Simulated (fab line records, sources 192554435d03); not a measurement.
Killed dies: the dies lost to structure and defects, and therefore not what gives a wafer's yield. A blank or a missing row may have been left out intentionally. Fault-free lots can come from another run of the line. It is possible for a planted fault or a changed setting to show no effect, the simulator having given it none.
fab line records + flow n5-finfet + part 2 of 2: steps 5 to 6 of 6
[record]
- lots = 22
- wafers = 66
- last-day = 19
route steps=1938 shown MOL_CONTACT_COAG@615 BEOL_M0_SAQP@652
lots that met no fault: from a run of the same line without faults
start-h: hours from the record's opening day to when the first of the lot's shown wafers began + wait-h: how many hours have passed since the lot's step before this one + " the same as in the row above + L1.1+2: a single row standing in for several wafers + - no value, or no start given + * or withheld: withheld + < > ~ a bound
route shown NAME@n: names a module that has steps shown in the file, with the first one's number in the route + usual: mean/standard deviation of fault-free wafers + same: alike in all rows + chamber/n: place in a boat + sites: the reading at each site + _std_site: the values' standard deviation + _edge_site: mean of outer sites minus mean of inner sites + radius-mm: for every site, how far away it sits from the centre of the wafer + mask NAME#n: copy n + behind: the tool/chamber that last shaped the wafer + hold: what put the lot on hold/how long, in hours/how the hold closed + device: transistor that didn't switch, given as n, p or np + end of line: the same wafers' tests at the end of the route + for a step that has no rows: nothing shown but its recipe + killed: the dies lost at the first sort to structure and to defects; this is not the yield of the wafer + map: the dies of a wafer, with x for killed, . for not killed, _ for no die there
set.NAME: the setting that was run; set.NAME@STEP: the one run at that earlier step + model.NAME: the simulator's own value behind a step, which no gauge read
the route's steps for a sample of lots (tables are steps, rows are wafers)
services: from which hour (start-h, from the record's first day; less than 0 if before it) a tool's chamber was out of use, for how many hours, and why
[[steps]]
[step N5_BEOL_M0_SAQP_ETCH_102]
[recipe]
- chemistry = CF4
- target = SiO2
- target-depth-a = 40
- ion-energy-ev = 350
- time-s = 4.4
- pressure-mtorr = 10
- icp-w = 800
- bias-w = 400
- cf4-flow-sccm = 80
[usual]
- drypump-motor-current-A = 5.6/0.54
- oes-product-au = 1.001/0.019
- throttle-valve-pct = 21.82/0.22
| lot.wafer | tool      | chamber | start-h | wait-h | drypump-motor-current-A | oes-product-au | rf-hours-counter-h | throttle-valve-pct |
|-----------|-----------|---------|---------|--------|-------------------------|----------------|--------------------|--------------------|
| L074.1    | rie-si-01 | 1       | 109.97  | 0.1    | 6.0                     | 0.981          | 172                | 21.82              |
| L074.2    | "         | 3       | "       | "      | 4.8                     | 1.013          | 190                | 22.09              |
| L074.6    | "         | 3       | "       | "      | 4.7                     | 1.018          | -                  | 22.10              |
| L075.2    | rie-si-04 | 0       | 118.20  | 0.1    | 5.5                     | 1.003          | 13                 | 21.78              |
| L075.3    | "         | 3       | "       | "      | 5.6                     | 0.983          | 166                | 21.42              |
| L075.5    | "         | 2       | "       | "      | 5.8                     | 1.007          | -                  | 21.50              |
| L076.3    | rie-si-03 | 1       | 124.26  | 0.1    | 6.8                     | 0.992          | 21                 | 21.81              |
| L076.4    | "         | 2       | "       | "      | 5.6                     | 1.038          | 10                 | 21.76              |
| L076.5    | "         | 1       | "       | "      | 6.8                     | 1.000          | -                  | 21.80              |
| L077.2    | rie-si-01 | 0       | 130.63  | 0.1    | 5.4                     | 1.030          | 72                 | 21.75              |
| L077.3    | "         | 3       | "       | "      | 4.7                     | 1.013          | 190                | 22.10              |
| L077.5    | "         | 1       | "       | "      | 5.9                     | 0.983          | -                  | 21.83              |
| L078.3    | rie-si-01 | 1       | 133.66  | 0.1    | 5.9                     | 0.976          | 172                | 21.81              |
| L078.4    | "         | 0       | "       | "      | 5.4                     | 1.019          | 72                 | 21.76              |
| L078.6    | "         | 1       | "       | "      | 5.9                     | 0.966          | -                  | 21.82              |
| L079.1    | rie-si-03 | 0       | 144.07  | 0.1    | 6.2                     | 1.002          | 144                | 21.90              |
| L079.3    | "         | 3       | "       | "      | 5.5                     | 0.969          | 70                 | 22.18              |
| L079.4    | "         | 2       | "       | "      | 5.6                     | 1.032          | 10                 | 21.79              |
| L080.3    | rie-si-04 | 2       | 150.09  | 0.1    | 5.7                     | 1.011          | 149                | 21.51              |
| L080.4    | "         | 1       | "       | "      | 4.8                     | 1.008          | 40                 | 21.97              |
| L080.5    | "         | 1       | "       | "      | 4.8                     | 1.010          | -                  | 21.98              |
| L082.1    | rie-si-04 | 3       | 166.46  | 0.1    | 5.6                     | 0.977          | 166                | 21.42              |
| L082.2    | "         | 2       | "       | "      | 5.8                     | 0.999          | 149                | 21.51              |
| L082.4    | "         | 1       | "       | "      | 4.8                     | 0.996          | 41                 | 21.96              |
| L083.1    | rie-si-03 | 1       | 168.02  | 0.1    | 6.8                     | 0.983          | 22                 | 21.80              |
| L083.4    | "         | 3       | "       | "      | 5.4                     | 0.965          | -                  | 22.19              |
| L083.5    | "         | 0       | "       | "      | 6.2                     | 0.994          | -                  | 21.92              |
| L085.1    | rie-si-04 | 1       | 178.88  | 0.1    | 4.8                     | 1.010          | 41                 | 21.96              |
| L085.2    | "         | 3       | "       | "      | 5.6                     | 0.985          | 167                | 21.42              |
| L085.6    | "         | 0       | "       | "      | 5.4                     | 1.017          | -                  | 21.78              |
| L086.2    | rie-si-04 | 0       | 184.37  | 0.1    | 5.4                     | 1.002          | 14                 | 21.78              |
| L086.3    | "         | 3       | "       | "      | 5.6                     | 0.984          | 167                | 21.42              |
| L086.4    | "         | 1       | "       | "      | 4.8                     | 1.008          | 41                 | 21.96              |
| L087.2    | rie-si-03 | 3       | 188.07  | 0.1    | 5.4                     | 0.956          | 71                 | 22.19              |
| L087.3    | "         | 0       | "       | "      | 6.2                     | 0.993          | 145                | 21.92              |
| L087.4    | "         | 1       | "       | "      | 6.8                     | 0.980          | 22                 | 21.81              |
| L088.1    | rie-si-03 | 1       | 196.85  | 0.1    | 6.8                     | 0.983          | 23                 | 21.82              |
| L088.3    | "         | 2       | "       | "      | 5.6                     | 1.038          | 11                 | 21.77              |
| L088.5    | "         | 2       | "       | "      | 5.6                     | 1.032          | -                  | 21.79              |
| L089.2    | rie-si-01 | 0       | 201.47  | 0.1    | 5.4                     | 1.029          | 73                 | 21.75              |
| L089.4    | "         | 2       | "       | "      | 5.1                     | 1.008          | 178                | 22.04              |
| L089.5    | "         | 0       | "       | "      | 5.4                     | 1.028          | -                  | 21.75              |
| L090.1    | rie-si-01 | 0       | 204.39  | 0.1    | 5.4                     | 1.024          | 73                 | 21.75              |
| L090.2    | "         | 2       | "       | "      | 5.1                     | 1.001          | 179                | 22.04              |
| L090.4    | "         | 1       | "       | "      | 5.9                     | 0.983          | 174                | 21.82              |
| L091.2    | rie-si-04 | 2       | 208.92  | 0.1    | 5.7                     | 0.997          | 150                | 21.49              |
| L091.4    | "         | 3       | "       | "      | 5.6                     | 0.993          | 167                | 21.42              |
| L091.5    | "         | 0       | "       | "      | 5.4                     | 1.007          | -                  | 21.77              |
| L092.1    | rie-si-04 | 1       | 215.60  | 0.1    | 4.8                     | 1.011          | 42                 | 21.99              |
| L092.2    | "         | 3       | "       | "      | 5.6                     | 0.989          | 168                | 21.44              |
| L092.3    | "         | 2       | "       | "      | 5.8                     | 1.016          | 150                | 21.50              |
| L093.1    | rie-si-04 | 3       | 221.80  | 0.1    | 5.6                     | 0.981          | 168                | 21.42              |
| L093.2    | "         | 2       | "       | "      | 5.8                     | 0.987          | 150                | 21.50              |
| L093.4    | "         | 1       | "       | "      | 4.8                     | 0.992          | 42                 | 21.96              |
| L094.2    | rie-si-03 | 2       | 233.85  | 0.1    | 5.6                     | 1.039          | 12                 | 21.77              |
| L094.3    | "         | 3       | "       | "      | 5.5                     | 0.973          | 72                 | 22.20              |
| L094.4    | "         | 0       | "       | "      | 6.2                     | 0.994          | 146                | 21.92              |
| L095.3    | rie-si-04 | 1       | 237.99  | 0.1    | 4.8                     | 1.009          | 42                 | 21.95              |
| L095.4    | "         | 2       | "       | "      | 5.8                     | 1.002          | 150                | 21.50              |
| L095.5    | "         | 0       | "       | "      | 5.5                     | 1.012          | -                  | 21.78              |
| L096.2    | rie-si-01 | 2       | 243.73  | 0.1    | 5.1                     | 1.008          | 179                | 22.04              |
| L096.3    | "         | 1       | "       | "      | 5.9                     | 0.980          | 174                | 21.84              |
| L096.5    | "         | 1       | "       | "      | 6.0                     | 0.983          | -                  | 21.81              |
| L097.2    | rie-si-01 | 1       | 244.60  | 0.1    | 6.0                     | 0.988          | 174                | 21.83              |
| L097.4    | "         | 2       | "       | "      | 5.1                     | 1.010          | 179                | 22.05              |
| L097.6    | "         | 2       | "       | "      | 5.1                     | 1.006          | -                  | 22.03              |
[step N5_BEOL_M0_SAQP_ETCH_88]
[recipe]
- chemistry = N2/H2
- target = underlayer
- target-depth-a = 65
- time-s = 5.2
- ion-energy-ev = 200
- mask-material = CAR-EUV
- pressure-mtorr = 30
- source-w = 840
- bias-w = 150
- n2-flow-sccm = 200
- h2-flow-sccm = 200
- ends = cleared
[usual]
- drypump-motor-current-A = 6.1/0.49
- etch-rf-on-time-s = 5.21/0.16
- oes-product-au = 0.64/0.057
- rf-vpp-V = 523.7/2.6
- showerhead-plenum-p-Torr = 2.53/0.076
- throttle-valve-pct = 17.92/0.2
| lot.wafer | tool        | chamber | start-h | wait-h | drypump-motor-current-A | etch-rf-on-time-s | oes-product-au | rf-hours-counter-h | rf-vpp-V | showerhead-plenum-p-Torr | throttle-valve-pct |
|-----------|-------------|---------|---------|--------|-------------------------|-------------------|----------------|--------------------|----------|--------------------------|--------------------|
| L074.1    | rie-diel-06 | 3       | 112.70  | 0.0    | 5.5                     | 5.01              | 0.64           | 149                | 526.4    | 2.64                     | 17.98              |
| L074.2    | "           | 2       | "       | "      | 6.8                     | 5.19              | 0.63           | 199                | 519.5    | 2.42                     | 18.01              |
| L074.6    | "           | 3       | "       | "      | 5.5                     | 5.03              | 0.65           | -                  | 527.9    | 2.64                     | 17.95              |
| L075.2    | rie-diel-05 | 2       | 122.97  | 0.0    | 6.7                     | 5.26              | 0.61           | 209                | 523.2    | 2.53                     | 17.80              |
| L075.3    | "           | 3       | "       | "      | 5.2                     | 5.18              | 0.64           | 173                | 524.9    | 2.53                     | 17.87              |
| L075.5    | "           | 2       | "       | "      | 6.7                     | 5.32              | 0.59           | -                  | 524.5    | 2.53                     | 17.81              |
| L076.3    | rie-diel-06 | 1       | 126.72  | 0.0    | 5.8                     | 5.47              | 0.64           | 132                | 521.5    | 2.46                     | 17.69              |
| L076.4    | "           | 0       | "       | "      | 6.4                     | 5.12              | 0.80           | 18                 | 526.5    | 2.59                     | 17.64              |
| L076.5    | "           | 3       | "       | "      | 5.6                     | 5.08              | 0.63           | -                  | 528.4    | 2.64                     | 17.97              |
| L077.2    | rie-diel-02 | 0       | 135.97  | 0.0    | 6.5                     | 5.22              | 0.63           | 138                | 522.7    | 2.55                     | 18.15              |
| L077.3    | "           | 1       | "       | "      | 5.7                     | 5.48              | 0.60           | 159                | 525.3    | 2.64                     | 17.90              |
| L077.5    | "           | 1       | "       | "      | 5.7                     | 5.48              | 0.61           | -                  | 528.4    | 2.64                     | 17.87              |
| L078.3    | rie-diel-02 | 1       | 136.50  | 0.0    | 5.7                     | 5.47              | 0.61           | 159                | 526.3    | 2.64                     | 17.86              |
| L078.4    | "           | 2       | "       | "      | 5.9                     | 4.99              | 0.62           | 200                | 522.6    | 2.53                     | 17.94              |
| L078.6    | "           | 0       | "       | "      | 6.5                     | 5.20              | 0.64           | -                  | 523.6    | 2.55                     | 18.12              |
| L079.1    | rie-diel-05 | 1       | 146.15  | 0.0    | 5.7                     | 5.43              | 0.60           | 192                | 519.5    | 2.43                     | 18.20              |
| L079.3    | "           | 3       | "       | "      | 5.2                     | 5.17              | 0.63           | 181                | 524.0    | 2.52                     | 17.90              |
| L079.4    | "           | 1       | "       | "      | 5.7                     | 5.41              | 0.61           | -                  | 520.6    | 2.43                     | 18.20              |
| L080.3    | rie-diel-02 | 3       | 152.17  | 0.0    | 6.5                     | 5.21              | 0.68           | 102                | 523.5    | 2.46                     | 18.12              |
| L080.4    | "           | 2       | "       | "      | 5.9                     | 5.03              | 0.62           | 205                | 520.5    | 2.52                     | 17.93              |
| L080.5    | "           | 0       | "       | "      | 6.5                     | 5.15              | 0.63           | -                  | 522.8    | 2.55                     | 18.13              |
| L082.1    | rie-diel-05 | 0       | 168.75  | 0.0    | 6.0                     | 5.11              | 0.81           | 7                  | 525.3    | 2.60                     | 17.37              |
| L082.2    | "           | 2       | "       | "      | 6.8                     | 5.31              | 0.60           | 223                | 524.0    | 2.53                     | 17.86              |
| L082.4    | "           | 3       | "       | "      | 5.2                     | 5.09              | 0.63           | 188                | 523.4    | 2.52                     | 17.90              |
| L083.1    | rie-diel-05 | 3       | 171.88  | 0.0    | 5.2                     | 5.16              | 0.63           | 188                | 522.4    | 2.52                     | 17.87              |
| L083.4    | "           | 2       | "       | "      | 6.7                     | 5.35              | 0.60           | 224                | 523.8    | 2.53                     | 17.84              |
| L083.5    | "           | 0       | "       | "      | 5.9                     | 5.16              | 0.81           | -                  | 527.1    | 2.60                     | 17.37              |
| L085.1    | rie-diel-06 | 0       | 181.36  | 0.0    | 6.4                     | 5.11              | 0.76           | 32                 | 525.0    | 2.59                     | 17.63              |
| L085.2    | "           | 1       | "       | "      | 5.8                     | 5.34              | 0.63           | 146                | 520.7    | 2.46                     | 17.69              |
| L085.6    | "           | 1       | "       | "      | 5.8                     | 5.29              | 0.65           | -                  | 521.6    | 2.46                     | 17.66              |
| L086.2    | rie-diel-06 | 3       | 188.14  | 0.0    | 5.5                     | 5.00              | 0.64           | 169                | 525.6    | 2.64                     | 18.00              |
| L086.3    | "           | 1       | "       | "      | 5.8                     | 5.37              | 0.63           | 147                | 521.0    | 2.46                     | 17.68              |
| L086.4    | "           | 0       | "       | "      | 6.4                     | 5.12              | 0.76           | 34                 | 527.1    | 2.59                     | 17.64              |
| L087.2    | rie-diel-06 | 0       | 192.10  | 0.0    | 6.4                     | 5.15              | 0.77           | 36                 | 523.8    | 2.58                     | 17.63              |
| L087.3    | "           | 3       | "       | "      | 5.6                     | 5.05              | 0.62           | 171                | 526.3    | 2.63                     | 17.98              |
| L087.4    | "           | 2       | "       | "      | 6.7                     | 5.17              | 0.61           | 220                | 521.7    | 2.41                     | 18.03              |
| L088.1    | rie-diel-06 | 1       | 199.73  | 0.0    | 5.8                     | 5.32              | 0.64           | 150                | 520.8    | 2.46                     | 17.72              |
| L088.3    | "           | 0       | "       | "      | 6.4                     | 5.15              | 0.76           | 38                 | 524.9    | 2.58                     | 17.64              |
| L088.5    | "           | 3       | "       | "      | 5.5                     | 4.99              | 0.63           | -                  | 527.0    | 2.63                     | 17.97              |
| L089.2    | rie-diel-05 | 1       | 203.55  | 0.0    | 5.7                     | 5.45              | 0.60           | 210                | 521.0    | 2.43                     | 18.26              |
| L089.4    | "           | 2       | "       | "      | 6.7                     | 5.20              | 0.60           | 236                | 522.0    | 2.52                     | 17.86              |
| L089.5    | "           | 1       | "       | "      | 5.7                     | 5.44              | 0.59           | -                  | 521.0    | 2.42                     | 18.26              |
| L090.1    | rie-diel-02 | 1       | 206.76  | 0.0    | 5.7                     | 5.46              | 0.59           | 180                | 525.0    | 2.63                     | 17.93              |
| L090.2    | "           | 3       | "       | "      | 6.5                     | 5.24              | 0.67           | 117                | 521.0    | 2.45                     | 18.14              |
| L090.4    | "           | 2       | "       | "      | 5.8                     | 5.03              | 0.60           | 222                | 522.5    | 2.52                     | 17.94              |
| L091.2    | rie-diel-06 | 0       | 211.23  | 0.0    | 6.5                     | 5.14              | 0.75           | 41                 | 524.6    | 2.58                     | 17.67              |
| L091.4    | "           | 1       | "       | "      | 5.8                     | 5.33              | 0.63           | 155                | 523.6    | 2.45                     | 17.69              |
| L091.5    | "           | 3       | "       | "      | 5.6                     | 5.01              | 0.61           | -                  | 524.1    | 2.63                     | 18.02              |
| L092.1    | rie-diel-02 | 1       | 217.83  | 0.0    | 5.7                     | 5.47              | 0.59           | 184                | 522.5    | 2.63                     | 17.95              |
| L092.2    | "           | 2       | "       | "      | 5.9                     | 5.04              | 0.59           | 226                | 521.2    | 2.51                     | 17.95              |
| L092.3    | "           | 0       | "       | "      | 6.5                     | 5.08              | 0.62           | 161                | 523.9    | 2.54                     | 18.19              |
| L093.1    | rie-diel-05 | 0       | 224.43  | 0.0    | 5.9                     | 5.15              | 0.76           | 20                 | 524.3    | 2.60                     | 17.40              |
| L093.2    | "           | 1       | "       | "      | 5.8                     | 5.49              | 0.58           | 217                | 521.5    | 2.42                     | 18.24              |
| L093.4    | "           | 3       | "       | "      | 5.2                     | 5.09              | 0.63           | 207                | 523.0    | 2.51                     | 17.92              |
| L094.2    | rie-diel-02 | 2       | 236.33  | 0.0    | 5.9                     | 5.03              | 0.60           | 232                | 524.0    | 2.51                     | 18.00              |
| L094.3    | "           | 3       | "       | "      | 6.5                     | 5.23              | 0.66           | 127                | 519.8    | 2.45                     | 18.18              |
| L094.4    | "           | 0       | "       | "      | 6.5                     | 5.13              | 0.62           | 166                | 526.5    | 2.54                     | 18.17              |
| L095.3    | rie-diel-06 | 2       | 240.19  | 0.0    | 6.7                     | 5.12              | 0.60           | 235                | 518.9    | 2.40                     | 18.08              |
| L095.4    | "           | 3       | "       | "      | 5.6                     | 5.03              | 0.62           | 185                | 525.3    | 2.63                     | 18.03              |
| L095.5    | "           | 3       | "       | "      | 5.6                     | 5.05              | 0.61           | -                  | 528.0    | 2.63                     | 18.01              |
| L096.2    | rie-diel-02 | 3       | 245.96  | 0.0    | 6.5                     | 5.28              | 0.66           | 130                | 521.0    | 2.45                     | 18.16              |
| L096.3    | "           | 2       | "       | "      | 5.9                     | 5.09              | 0.59           | 235                | 523.0    | 2.51                     | 17.97              |
| L096.5    | "           | 1       | "       | "      | 5.7                     | 5.51              | 0.58           | -                  | 526.2    | 2.63                     | 17.94              |
| L097.2    | rie-diel-06 | 0       | 246.90  | 0.0    | 6.4                     | 5.09              | 0.74           | 52                 | 524.9    | 2.58                     | 17.68              |
| L097.4    | "           | 2       | "       | "      | 6.7                     | 5.10              | 0.60           | -                  | 519.3    | 2.40                     | 18.08              |
| L097.6    | "           | 3       | "       | "      | 5.6                     | 4.99              | 0.62           | -                  | 529.0    | 2.63                     | 18.04              |
[[services]]
| tool        | chamber | start-h | hours | kind                          |
|-------------|---------|---------|-------|-------------------------------|
| rie-diel-02 | 1       | 93.14   | 16.4  | repair                        |
| rie-si-03   | 0       | 96.08   | 10.2  | repair                        |
| rie-diel-01 | 1       | 97.91   | 3.7   | repair                        |
| rie-diel-01 | 0       | 130.07  | 9.3   | repair                        |
| rie-diel-01 | -       | 130.59  | 0.9   | repair                        |
| rie-si-03   | 2       | 144.22  | 29.4  | repair                        |
| rie-si-03   | -       | 148.63  | 11.8  | repair                        |
| rie-diel-03 | -       | 149.57  | 2.8   | pm                            |
| rie-diel-04 | 0       | 165.31  | 3.0   | repair                        |
| rie-si-01   | 3       | 180.22  | -     | clean                         |
| rie-si-01   | 3       | 180.22  | 20.1  | scheduled-down                |
| rie-si-01   | 3       | 180.22  | 20.1  | vent-cycle                    |
| rie-diel-04 | 2       | 183.03  | -     | clean                         |
| rie-diel-04 | 2       | 183.03  | -     | consumable-replace:focus-ring |
| rie-diel-04 | 2       | 183.03  | 14.3  | scheduled-down                |
| rie-diel-04 | 2       | 183.03  | 14.3  | vent-cycle                    |
| rie-diel-05 | 1       | 198.10  | 1.3   | repair                        |
| rie-diel-06 | 3       | 216.58  | 5.0   | repair                        |
| rie-si-01   | 1       | 219.04  | 13.9  | repair                        |
| rie-diel-04 | 1       | 232.60  | 8.5   | repair                        |
| rie-si-03   | -       | 234.34  | 2.8   | pm                            |
| rie-diel-01 | 3       | 236.72  | 4.0   | repair                        |
| rie-si-03   | 0       | 237.16  | 55.4  | repair                        |
| rie-diel-06 | 1       | 240.99  | 8.6   | repair                        |
